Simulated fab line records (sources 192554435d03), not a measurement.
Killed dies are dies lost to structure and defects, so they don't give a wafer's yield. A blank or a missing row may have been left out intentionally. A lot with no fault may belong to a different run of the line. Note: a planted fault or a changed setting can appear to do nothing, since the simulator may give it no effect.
fab line records ; flow n5-finfet
record: lots: 5; wafers: 15; last-day: 20
route steps=1938 shown GATE_CUT@496 MOL_CONTACT_COAG@517 PASSIVATION@1936
lots with no fault: from the same line, run without faults
start-h: hours from the record's first day to the start of the lot's first wafer shown ; wait-h: how many hours have passed since the lot's step before this one ; " unchanged from the row above ; L1.1+2: one row covering several wafers at once ; - no value, or no start was given ; * or withheld: withheld ; < > ~ a bound
route shown NAME@n: NAME is a module with steps in the file, n the number in the route of the first one ; usual: average and standard deviation across the fault-free wafers ; same: alike in all rows ; chamber/n: place in a boat ; sites: the reading at each site ; _std_site: the values' standard deviation ; _edge_site: the outer-site mean with the inner-site mean subtracted ; radius-mm: how far each site lies from the wafer's centre ; mask NAME#n: copy n ; behind: the most recent tool/chamber to have shaped the wafer ; hold: reason for holding the lot/hours on hold/outcome of the hold ; device: the n, p or np transistor that did not switch ; end of line: the same wafers' tests at the end of the route ; step lacking rows: just its recipe ; killed: at the first sort, the dies lost to defects and structure; wafer yield is something else ; map: the dies of a wafer, with x for killed, . for not killed, _ for no die there
set.NAME: setting as actually run; set.NAME@STEP: the setting as run at that earlier step ; model.NAME: the simulator's own value behind a step, which no gauge read
lots at selected steps of the route; one table per step, one row per wafer
== steps ==
step: N5_GATE_CUT_HM_OPEN_40
recipe: chemistry: C4F6/O2; target: SiO2; mask-material: SiARC; target-depth-a: 1390; time-s: 85.1; ion-energy-ev: 250; pressure-mtorr: 30; source-w: 345; bias-w: 185; Ar_flow_sccm: 300; C4F6_flow_sccm: 10; O2_flow_sccm: 10; ends: cleared
step: N5_GATE_CUT_STRIP_41
recipe: chemistry: CF4; resist: SiARC; power-w: 300; bias-power-w: 75; pressure-mtorr: 50; cf4-flow-sccm: 150; rf-frequency-hz: 6e+07
step: N5_GATE_CUT_STRIP_42
recipe: chemistry: O2; power-w: 400; temp-c: 40; pressure-mtorr: 30; rf-frequency-hz: 6e+07; bias-power-w: 0; overash-fraction: 0.3; o2-flow-sccm: 225
step: N5_GATE_CUT_ETCH_19
recipe: chemistry: CH3F/O2; target: SiNx; mask-material: SiO2; target-depth-a: 537; time-s: 76.7; pressure-mtorr: 30; source-w: 395; bias-w: 73; Ar_flow_sccm: 150; CH3F_flow_sccm: 30; O2_flow_sccm: 20; ion-energy-ev: 120; ends: cleared
step: N5_GATE_CUT_CUT_ETCH_53
recipe: chemistry: SF6/Cl2; target: W; mask-material: SiO2; target-depth-a: 792; pressure-mtorr: 8; icp-w: 900; bias-w: 80; SF6_flow_sccm: 40; Cl2_flow_sccm: 60; ends: cleared
step: N5_GATE_CUT_CUT_ETCH_54
recipe: chemistry: Cl2/BCl3; target: TiN; mask-material: SiO2; target-depth-a: 967; pressure-mtorr: 10; icp-w: 1000; bias-w: 126; Cl2_flow_sccm: 53.25; bcl3-flow-sccm: 21.75; Ar_flow_sccm: 25; ends: cleared
step: N5_GATE_CUT_CUT_ETCH_55
recipe: chemistry: BCl3; target: HfO2; mask-material: SiO2; target-depth-a: 32; ion-energy-ev: 30; pressure-mtorr: 5; icp-w: 450; bias-w: 18; bcl3-flow-sccm: 80
step: N5_GATE_CUT_ETCH_47
recipe: chemistry: Cl2/BCl3; target: SiO2; target-depth-a: 100; pressure-mtorr: 10; icp-w: 1000; bias-w: 126; Cl2_flow_sccm: 53.25; bcl3-flow-sccm: 21.75; Ar_flow_sccm: 25
step: N5_GATE_CUT_VAPOR_ETCH_48
recipe: chemistry: BCl3/Cl2; target: TiN; mode: isotropic
step: N5_GATE_CUT_VAPOR_ETCH_49
recipe: chemistry: BCl3/Cl2; target: TiAlC; mode: isotropic
step: N5_GATE_CUT_VAPOR_ETCH_51
recipe: chemistry: BCl3/Cl2; target: HfO2; mode: isotropic
step: N5_GATE_CUT_STRIP_21
recipe: chemistry: N2/H2; time-s: 30; power-w: 1000; temp-c: 250; pressure-mtorr: withheld; n2-flow-sccm: 1750; h2-flow-sccm: 3250
step: N5_GATE_CUT_STRIP_29
recipe: chemistry: post-etch-residue-remover; time-s: 60; temp-c: 25; remover-ph: withheld; remover-water-wt-pct: withheld; remover-fluoride-wt-pct: withheld
lot.wafer;tool;chamber;start-h;wait-h
L320.2+5+6;wet-bench-03;1,5,2;109.29;0.1
L322.3+4+6;wet-bench-03;6,7,4;119.77;0.0
L323.2+5+6;wet-bench-03;7,1,0;128.06;0.1
L337.2+3+5;wet-bench-03;2,5,3;221.71;0.1
L339.3+4+5;wet-bench-06;3,6,7;224.32;0.0
step: N5_GATE_CUT_SRD_52
recipe: dry: ipa-marangoni; time-s: 30; temp-c: 23; rinse-liquid: diw
step: N5_GATE_CUT_ALD_22
recipe: material: SiNx; target-thk-a: 160; temp-c: 400; ald-precursor-family: SiH2I2; ald-co-reactant: N2/H2-plasma; pulse-time-s: 1; ald-cycles: 320; purge-time-s: 2; co-reactant-purge-time-s: 2; pressure-torr: 2
step: N5_GATE_CUT_CMP_23
recipe: stop-on: SiO2; t-overpolish-s: 23.4; post-cmp-clean: alkaline-brush; down-force-psi: 2.5; platen-rpm: 51.8; pad-velocity-m-s: 1.0307; target-thk-nm: 16
step: N5_GATE_CUT_CMP_43
recipe: material: SiO2; post-cmp-clean: rinse-only
step: N5_GATE_CUT_CMP_61
recipe: stop-on: SiNx; t-overpolish-s: 3; post-cmp-clean: alkaline-brush; down-force-psi: 4; platen-rpm: 27.09; pad-velocity-m-s: 0.539
step: N5_MOL_CONTACT_COAG_COAT_103
recipe: resist: SOC; temp-c: 250; time-s: 60; spin-rpm: 1500; resist-thk-nm: 80
step: N5_MOL_CONTACT_COAG_COAT_104
recipe: resist: SiARC; temp-c: 220; time-s: 60; spin-rpm: 1500; resist-thk-nm: 12
step: N5_MOL_CONTACT_COAG_COAT_58
recipe: resist: underlayer; temp-c: 205; time-s: 60; spin-rpm: 1500; resist-thk-nm: 10
step: N5_MOL_CONTACT_COAG_COAT_02
recipe: resist: CAR-EUV; spin-rpm: 1500; resist-thk-nm: 30
step: N5_MOL_CONTACT_COAG_EBR_04
recipe: solvent: PGMEA; ebr-width-mm: 1.5
step: N5_MOL_CONTACT_COAG_SOFTBAKE_03
recipe: temp-c: 110; time-s: 60; resist: CAR-EUV
step: N5_MOL_CONTACT_COAG_EXPOSE_05
recipe: mask-id: CA; na: 0.33; source-shape: annular; sigma-inner: 0.4; sigma-outer: 0.8; polarization: unpolarized; defocus-nm: 0; dose-mj: 38.25
step: N5_MOL_CONTACT_COAG_PEB_06
recipe: peb-temp-c: 100; peb-time-s: 60; resist: CAR-EUV
step: N5_MOL_CONTACT_COAG_DEVELOP_07
recipe: develop-time-s: 30; developer: TMAH; resist: CAR-EUV; rinse-liquid: surfactant-rinse; dry: air-spin; dev-temp-c: 23
step: N5_MOL_CONTACT_COAG_DESCUM_13
recipe: chemistry: O2; time-s: 7; source-power-w: 50; bias-power-w: 20; pressure-mtorr: 20; rf-frequency-hz: 2.712e+07; temp-c: 40; resist: CAR-EUV; o2-flow-sccm: 225
step: N5_MOL_CONTACT_COAG_ETCH_59
recipe: chemistry: N2/H2; target: underlayer; target-depth-a: 130; mask-material: CAR-EUV; time-s: 10.4; ion-energy-ev: 200; pressure-mtorr: 30; source-w: 840; bias-w: 150; n2-flow-sccm: 200; h2-flow-sccm: 200; ends: cleared
step: N5_MOL_CONTACT_COAG_ETCH_105
recipe: chemistry: CF4; target: SiARC; target-depth-a: 156; mask-material: CAR-EUV; time-s: 26; ion-energy-ev: 80; pressure-mtorr: 40; source-w: 545; bias-w: 36; Ar_flow_sccm: 100; cf4-flow-sccm: 100; ends: cleared
step: N5_MOL_CONTACT_COAG_ETCH_106
recipe: chemistry: N2/H2; target: SOC; target-depth-a: 800; overetch-a: 160; mask-material: SiARC; temp-c: 40; time-s: 120; ion-energy-ev: 200; pressure-mtorr: 30; source-w: 840; bias-w: 150; n2-flow-sccm: 200; h2-flow-sccm: 200
step: N5_MOL_CONTACT_COAG_STRIP_107
recipe: chemistry: N2/H2; temp-c: 40; n2-flow-sccm: 200; h2-flow-sccm: 200; rf-frequency-hz: 6e+07
step: N5_MOL_CONTACT_COAG_STRIP_108
recipe: chemistry: N2/H2; temp-c: 40; n2-flow-sccm: 200; h2-flow-sccm: 200; rf-frequency-hz: 6e+07
step: N5_MOL_CONTACT_COAG_CONTACT_ETCH_14
recipe: chemistry: C4F6/O2; target: SiO2; target-depth-a: 275; overetch-a: 85; mask-material: SOC; pressure-mtorr: 30; source-w: 370; bias-w: 185; Ar_flow_sccm: 300; C4F6_flow_sccm: 16; O2_flow_sccm: 10; time-s: 20; ion-energy-ev: 259.6
step: N5_MOL_CONTACT_COAG_STRIP_109
recipe: chemistry: C4F6/O2; resist: SiARC; rf-frequency-hz: 6e+07
step: N5_MOL_CONTACT_COAG_ETCH_15
recipe: chemistry: CH3F/O2; target: SiNx; target-depth-a: 70; mask-material: SOC; stop-on: Si:P; over-etch-frac: 0.75; ion-energy-ev: 120; pressure-mtorr: 30; source-w: 395; bias-w: 73; Ar_flow_sccm: 150; CH3F_flow_sccm: 30; O2_flow_sccm: 20
step: N5_PASSIVATION_PROBE_49
usual: killed_at_M0_to_M3: 37/12; killed_at_M4_up: 15/5.6; killed-at-contacts: 13/6.9; killed-at-front-end: 40/11; killed-at-other: 4/3.2; killed-dies: 109/20; killed-open: 73/15; killed-short: 35/8.3
same: gross-dies: 1180; killed-at-back-side: 0
lot.wafer;tool;chamber;start-h;wait-h;killed_at_M0_to_M3;killed_at_M4_up;killed-at-contacts;killed-at-front-end;killed-at-other;killed-dies;killed-open;killed-short
L320.2;prober-02;-;363.78;0.1;30;12;7;178;10;237;71;23
L320.5;prober-02;-;363.93;0.2;36;9;14;101;1;161;65;25
L320.6;prober-02;-;363.98;0.3;31;15;14;190;3;253;75;37
L322.3;prober-02;-;376.44;0.1;30;17;6;78;6;137;61;24
L322.4;prober-02;-;376.49;0.2;27;23;27;186;3;266;99;34
L322.6;prober-02;-;376.59;0.3;47;9;9;192;3;260;78;32
L323.2;prober-01;-;377.47;0.1;58;15;19;183;14;289;99;70
L323.5;prober-01;-;377.62;0.2;27;11;22;193;14;267;85;36
L323.6;prober-01;-;377.67;0.3;23;13;27;179;7;249;68;38
killed by level:class
L320.2 GATE_CUT:unspecified=142 STI_FIN_REVEAL:geometric-particle:open=13 BEOL_M2:geometric-particle:open=12 FIN_SAQP:geometric-particle:open=6 MOL_CONTACT_COAG:geometric-particle:open=6 BEOL_M1:geometric-particle:open=6 BEOL_M3:geometric-particle:open=4 BEOL_M4:geometric-particle:open=3
L320.5 GATE_CUT:unspecified=71 MOL_CONTACT_COAG:geometric-particle:open=12 BEOL_M0_SAQP:geometric-particle:open=9 FIN_SAQP:geometric-particle:open=8 BEOL_M2:geometric-particle:open=8 BEOL_M3:geometric-particle:open=8 STI_FIN_REVEAL:geometric-particle:open=4 STARTING-WAFER:geometric-particle:open=4
L320.6 GATE_CUT:unspecified=138 BEOL_M2:geometric-particle:open=13 FIN_SAQP:geometric-particle:open=12 MOL_CONTACT_COAG:geometric-particle:open=11 FIN_SAQP:geometric-particle:short=10 STI_FIN_REVEAL:geometric-particle:open=8 BEOL_M4:geometric-particle:open=6 GATE_CUT:geometric-particle:short=5
L322.3 GATE_CUT:unspecified=48 STI_FIN_REVEAL:geometric-particle:open=10 FIN_SAQP:geometric-particle:short=7 BEOL_M2:geometric-particle:open=6 FIN_SAQP:geometric-particle:open=5 BEOL_M4:geometric-particle:open=5 MOL_CONTACT_COAG:geometric-particle:open=4 BEOL_M0_SAQP:geometric-particle:short=4
L322.4 GATE_CUT:unspecified=133 MOL_CONTACT_COAG:geometric-particle:open=18 FIN_SAQP:geometric-particle:open=16 STI_FIN_REVEAL:geometric-particle:open=14 FIN_SAQP:geometric-particle:short=9 MOL_CONTACT_COAG:geometric-particle:short=9 BEOL_M5:geometric-particle:open=7 BEOL_M2:geometric-particle:open=7
L322.6 GATE_CUT:unspecified=149 FIN_SAQP:geometric-particle:open=11 FIN_SAQP:geometric-particle:short=10 STI_FIN_REVEAL:geometric-particle:open=10 BEOL_M0_SAQP:geometric-particle:open=9 BEOL_M1:geometric-particle:open=9 BEOL_M2:geometric-particle:open=8 BEOL_M3:geometric-particle:open=8
L323.2 GATE_CUT:unspecified=119 BEOL_M0_SAQP:geometric-particle:short=21 BEOL_M0_SAQP:geometric-particle:open=19 MOL_CONTACT_COAG:geometric-particle:open=17 STI_FIN_REVEAL:geometric-particle:open=15 FIN_SAQP:geometric-particle:short=14 FIN_SAQP:geometric-particle:open=7 BEOL_M4:geometric-particle:open=6
L323.5 GATE_CUT:unspecified=145 MOL_CONTACT_COAG:geometric-particle:open=17 FIN_SAQP:geometric-particle:open=11 STI_FIN_REVEAL:geometric-particle:open=11 FIN_SAQP:geometric-particle:short=8 BEOL_M0_SAQP:geometric-particle:open=8 BEOL_M0_SAQP:geometric-particle:short=7 MOL_CONTACT_COAG:geometric-particle:short=5
L323.6 GATE_CUT:unspecified=143 MOL_CONTACT_COAG:geometric-particle:open=23 STI_FIN_REVEAL:geometric-particle:open=11 BEOL_M0_SAQP:geometric-particle:short=8 FIN_SAQP:geometric-particle:open=6 FIN_SAQP:geometric-particle:short=6 MOL_CONTACT_COAG:geometric-particle:short=4 STI_FIN_REVEAL:geometric-particle:short=3
map L320.6 (x killed, . not)
_________________....xx..xxxx________________
______________......xx.xxxxxxxx._____________
___________..x.....x.xxxxxxxxxx.x.x__________
__________....x.x..xxxxxxxxxxxxxx.xx_________
________...........x.xxxxxxxxxxxxx.xx._______
_______............xxxxxxxxxxxxxxxxx...______
______....x.......xxxxxxxxxxxxxxxx...x.._____
_____.............xx.xxxxxxxxxxxx.x......____
____....x.........xxxxxxxxxxxxxxxx........___
___.........x.x....x.xxxxxxxxxxx..x..x...x.__
___..........x....x....x..xx..x..........xx__
__.x............x.x.....x..xxxx.x....x.x...x_
__....................xx..x........x..x....._
_.............x...........xx.....x....x......
_x.x..............................x......x...
_.x........................x......xx.........
_.x.x.................................x......
_.x..........................................
_...........x....x........................x..
_...........x....x......x....x..x....x.x.....
_.x...x...............x..............x....x..
__..x.................x...................xx_
__..x.x..............................x..x..._
___..x..........x.....x.x.x.x....x.....x...__
___..........x..........................x..__
____x...x..x..............................___
_____.x...x....x...x........x.......x...x____
______....x....x........x..x......x....x_____
_______......x.........................______
________......x......x.....x......x..._______
__________.............x...xx.x....._________
___________....x.................xx__________
______________...........x......_____________
_________________.......x....________________
map L322.4 (x killed, . not)
_________________.....x......________________
______________.................x_____________
___________......x..x.......x...x..__________
__________.........x...........x..x._________
________........................x..xxx_______
_______.x................x...x...xxxxxx______
______...........x.....x...x.x.x.xxxxxxx_____
_____.........x......xx.x....xxxxxxxxxxxx____
____..x...x.....x.......x..xx.xxxxxxxxxxx.___
___x.....x.....x.x...x..x...x.xxxxxxxxxxxxx__
___x..........x..............xxxxxxxxxxxxxx__
__x................x.........xxxxxxxxxxxxxxx_
__....x.x....x.............xxxxxxxxxxxxxxxx._
_......x.....x.x......xx....x..xxxxxxxxxxxx..
_........x.......x........x.....xxxxxxxx.....
_.....x......................x.xxxxxxxxx.xx..
_.................x.xx...x......x.x.x.x.x....
_.........x.x...............x...x..xx........
_x.......x................x....x....x...x....
_x.....x...........................x..x......
_............x..x.........x........x....x....
__....x.x...........x.....x........x........_
__..............x..................x........_
___..x........x...x........xx..........x.xx__
___.........xx.x....x..x...x.......x.......__
____.x........x.............x.............___
_____.......x...x.xx.x....x..............____
______.............................x.x.._____
_______....x.........x.x.......xx.x....______
________...........x.........x.x..x..._______
__________.....xx....x......x....x.._________
___________x.........x.............__________
______________...x..x.....x.x..._____________
_________________........x...________________
== key ==
first-sign: step: N5_PASSIVATION_PROBE_49; reading: killed-at-front-end; direction: up; sigmas: 11; usual: 40; struck: 164
effect: step: N5_PASSIVATION_PROBE_49; reading: killed-dies; direction: up; sigmas: 6.4; usual: 109; struck: 235
more-kills-born-at: N5_GATE_CUT_STRIP_29@wet-bench-03: 1088
met-at N5_GATE_CUT_STRIP_29
struck-wafers L320.2,L320.5,L320.6,L322.3,L322.4,L322.6,L323.2,L323.5,L323.6
tester-left-out L320,L322,L323
fault: kind: chamber-particle-source; tool: wet-bench-03; chamber: -; onset-h: 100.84; steps: N5_GATE_CUT_STRIP_29; rate-per-visit-cm2: 1.3835; end-h: 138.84
tester-left-out: of these lots the tester's yield and bins aren't shown, on N5 and GAA mostly nor the transistor test; their killed dies are dies lost to structure and defects alone, not to doping, threshold or leakage, so they don't give the yield
